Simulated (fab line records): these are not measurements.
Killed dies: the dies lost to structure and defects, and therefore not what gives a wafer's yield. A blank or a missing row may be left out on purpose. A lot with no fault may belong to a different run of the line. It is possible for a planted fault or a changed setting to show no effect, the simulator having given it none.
Matching of chambers -- flow n5Finfet -- 4 sister chambers for N5_BEOL_M3_STRIP_36 on rieDiel-03
The step strips in N2/H2. 24 wafers are shown with their chamber, then 12 later ones without.

== WAFERS, EACH WITH ITS CHAMBER ==
wafer,chamber,showerheadPlenumPTorr (Torr),throttleValvePct (%),drypumpMotorCurrentA (A)
L074.1,3,2.52,23.55,5.3
L074.2,0,2.57,23.63,5.6
L074.3,0,2.57,23.64,5.5
L078.1,3,2.52,23.56,5.4
L078.2,0,2.57,23.67,5.6
L078.3,2,2.60,23.55,4.9
L078.4,1,2.55,23.32,5.5
L078.5,1,2.55,23.30,5.5
L078.6,2,2.60,23.48,4.8
L083.1,0,2.56,23.68,5.5
L083.3,3,2.51,23.58,5.4
L083.5,2,2.60,23.52,4.9
L084.1,0,2.56,23.62,5.6
L084.3,2,2.60,23.51,4.9
L084.6,3,2.51,23.57,5.4
L091.1,0,2.56,23.67,5.5
L091.2,3,2.51,23.59,5.4
L091.3,1,2.54,23.31,5.4
L091.4,0,2.56,23.65,5.5
L091.5,3,2.51,23.59,5.3
L091.6,1,2.54,23.35,5.4
L092.1,0,2.55,23.71,5.5
L092.2,2,2.59,23.54,4.9
L092.3,1,2.54,23.35,5.4

SIGNATURES (averages over the wafers above)
reading,chamber 0,chamber 1,chamber 2,chamber 3,scatter within a chamber
showerheadPlenumPTorr,2.5625,2.5440,2.5980,2.5133,0.00585
throttleValvePct,23.6588,23.3260,23.5200,23.5733,0.025
drypumpMotorCurrentA,5.537,5.440,4.880,5.367,0.051
Rule: a wafer's distance from a chamber is the root of the sum, over the readings, of the square of ((its reading less the chamber's mean) divided by the reading's scatter). The wafer belongs to the nearest chamber; if the next one is less than 2 further off, it can't be placed. The scatter: take each reading less its chamber's mean, square it, sum over the shown wafers, divide by the number of wafers less the number of chambers, and take the root.

== WAFERS WHOSE CHAMBER IS MISSING ==
wafer,showerheadPlenumPTorr (Torr),throttleValvePct (%),drypumpMotorCurrentA (A)
L093.1,2.54,23.35,5.4
L093.2,2.59,23.54,4.9
L093.3,2.55,23.70,5.5
L093.4,2.50,23.59,5.4
L093.5,2.59,23.53,4.8
L093.6,2.54,23.35,5.5
L096.2,2.54,23.36,5.4
L096.4,2.59,23.55,4.8
L096.6,2.54,23.34,5.4
L097.3,2.55,23.69,5.5
L097.4,2.59,23.57,4.8
L097.5,2.55,23.70,5.5

== EACH ONE'S CHAMBER ==
wafer,from the rows above,in truth
L093.1,1,1
L093.2,2,2
L093.3,0,0
L093.4,3,3
L093.5,2,2
L093.6,1,1
L096.2,1,1
L096.4,2,2
L096.6,1,1
L097.3,0,0
L097.4,2,2
L097.5,0,0
Placed correctly: 12 of 12. From these rows, 0 cannot be placed. Wrongly placed: 0.
